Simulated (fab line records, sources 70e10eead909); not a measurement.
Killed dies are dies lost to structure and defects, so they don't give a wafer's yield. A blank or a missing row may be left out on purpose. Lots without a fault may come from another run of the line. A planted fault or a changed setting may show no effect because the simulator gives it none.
Which tool did it? | flow nand_harc | 12 lots, 36 wafers sampled, at 6 steps of a route of 1159

WHAT THE GAUGES READ, wafer by wafer
NHARC_P_M2_OVL_MEAS_10: pitch 340 nm.
lot  | measured     | on         | overlay_x_nm (nm)
L076 | day 6 20:59  | overlay-01 | 0.5 0.1 0.5
L078 | day 6 23:24  | overlay-01 | -0.7 -1.2 -0.9
L079 | day 7 11:19  | overlay-02 | -0.8 -0.5 -0.2
L081 | day 8 00:31  | overlay-02 | -1.2 -0.8 -0.7
L083 | day 8 05:17  | overlay-01 | -0.3 0.1 -0.5
L088 | day 9 10:04  | overlay-02 | 1.0 1.2 1.2
L086 | day 9 11:19  | overlay-01 | 0.1 -0.6 -0.4
L089 | day 10 04:44 | overlay-02 | 0.1 0.2 0.0
L091 | day 10 08:41 | overlay-01 | -1.0 -0.6 -0.5
L092 | day 10 20:28 | overlay-01 | 0.1 0.0 0.2
L094 | day 11 08:34 | overlay-01 | 0.1 1.0 0.6
L097 | day 12 02:14 | overlay-02 | 0.8 0.8 1.0

WHICH TOOL RAN EACH LOT (tool, then ch and the chambers of the sampled wafers, then the start)
lot  | NHARC_P_GATE_STRIP_101             | NHARC_P_GATE_STRIP_111               | NHARC_P_GATE_DESCUM_93             | NHARC_P_GATE_RTA_64              | NHARC_P_M1_DEP_33
L076 | rie_diel-05 ch 0,1,2, day 5 16:49  | plasma_asher-02 ch 0,1, day 5 18:21  | rie_diel-07 ch 0,2,3, day 5 21:14  | rtp_anneal-02 ch 0, day 5 22:58  | pecvd-03 ch 0,1,2, day 6 19:54
L078 | rie_diel-07 ch 0,1, day 5 20:44    | plasma_asher-02 ch 0,1, day 5 22:25  | rie_diel-04 ch 2,3, day 6 01:28    | rtp_anneal-01 ch 0, day 6 03:09  | pecvd-02 ch 0,2, day 6 22:13
L079 | rie_diel-07 ch 0,3, day 6 09:14    | plasma_asher-01 ch 0,1, day 6 10:33  | rie_diel-04 ch 1,2,3, day 6 13:43  | rtp_anneal-01 ch 0, day 6 15:29  | pecvd-01 ch 0,2, day 7 10:05
L081 | rie_diel-07 ch 1,2, day 7 00:14    | plasma_asher-01 ch 0,1, day 7 01:38  | rie_diel-07 ch 0,2, day 7 04:41    | rtp_anneal-01 ch 0, day 7 06:20  | pecvd-02 ch 0,1, day 7 23:13
L083 | rie_diel-04 ch 1,3, day 7 06:20    | plasma_asher-02 ch 0,1, day 7 07:43  | rie_diel-04 ch 0,1,2, day 7 11:02  | rtp_anneal-02 ch 0, day 7 12:42  | pecvd-01 ch 1,2, day 8 03:50
L088 | rie_diel-07 ch 0,2,3, day 8 07:48  | plasma_asher-02 ch 0, day 8 09:19    | rie_diel-07 ch 0,2,3, day 8 12:22  | rtp_anneal-01 ch 0, day 8 14:02  | pecvd-01 ch 0,1, day 9 08:46
L086 | rie_diel-07 ch 1,2, day 8 08:22    | plasma_asher-01 ch 0,1, day 8 09:55  | rie_diel-04 ch 0,1,3, day 8 13:01  | rtp_anneal-01 ch 0, day 8 14:56  | pecvd-02 ch 0,1, day 9 10:08
L089 | rie_diel-05 ch 0,1, day 9 02:53    | plasma_asher-02 ch 0,1, day 9 04:31  | rie_diel-04 ch 0,3, day 9 07:37    | rtp_anneal-01 ch 0, day 9 09:15  | pecvd-01 ch 0,1,2, day 10 03:34
L091 | rie_diel-05 ch 2,3, day 9 08:14    | plasma_asher-01 ch 0,1, day 9 09:50  | rie_diel-04 ch 0,3, day 9 12:45    | rtp_anneal-02 ch 0, day 9 14:30  | pecvd-02 ch 0,1,2, day 10 07:28
L092 | rie_diel-04 ch 2,3, day 9 21:37    | plasma_asher-02 ch 0,1, day 9 23:27  | rie_diel-05 ch 0,2,3, day 10 03:09 | rtp_anneal-02 ch 0, day 10 04:50 | pecvd-03 ch 0,1, day 10 19:11
L094 | rie_diel-07 ch 0,1,3, day 10 06:43 | plasma_asher-02 ch 0,1, day 10 08:11 | rie_diel-04 ch 1,2,3, day 10 11:19 | rtp_anneal-01 ch 0, day 10 13:18 | pecvd-02 ch 0,2, day 11 07:15
L097 | rie_diel-05 ch 0,1, day 10 22:54   | plasma_asher-01 ch 0,1, day 11 00:27 | rie_diel-07 ch 0,1, day 11 03:19   | rtp_anneal-01 ch 0, day 11 05:09 | pecvd-02 ch 0,1,2, day 12 01:02
- NHARC_P_GATE_STRIP_101: strips in O2, time 20 s.
- NHARC_P_GATE_STRIP_111: strips in N2/H2, time 250 s.
- NHARC_P_GATE_DESCUM_93: chemistry O2, time 3 s.
- NHARC_P_GATE_RTA_64: time 1 s.
- NHARC_P_M1_DEP_33: deposits SiCN, target thk 30 nm.

THE ANSWER, worked out from the rows above alone
Rule: what is usual is taken from the lots themselves. Put in order of their means at a reading, lots are off if they are a third of the lots or fewer, leave a main group of 4 or more, and stand apart from it by a gap of 3 or more times the standard deviation of the main group's means; of several such gaps the widest counts. A main group whose means are all the same, to the digits that the tables above print for the reading, isn't used. A lot without any number at a reading at which 4 lots or more have one is off too. The other lots that the step has rows for count as sound.
No lot is off at any reading shown: from this, nothing can be told.

WHAT THE SIMULATOR HAD PUT IN
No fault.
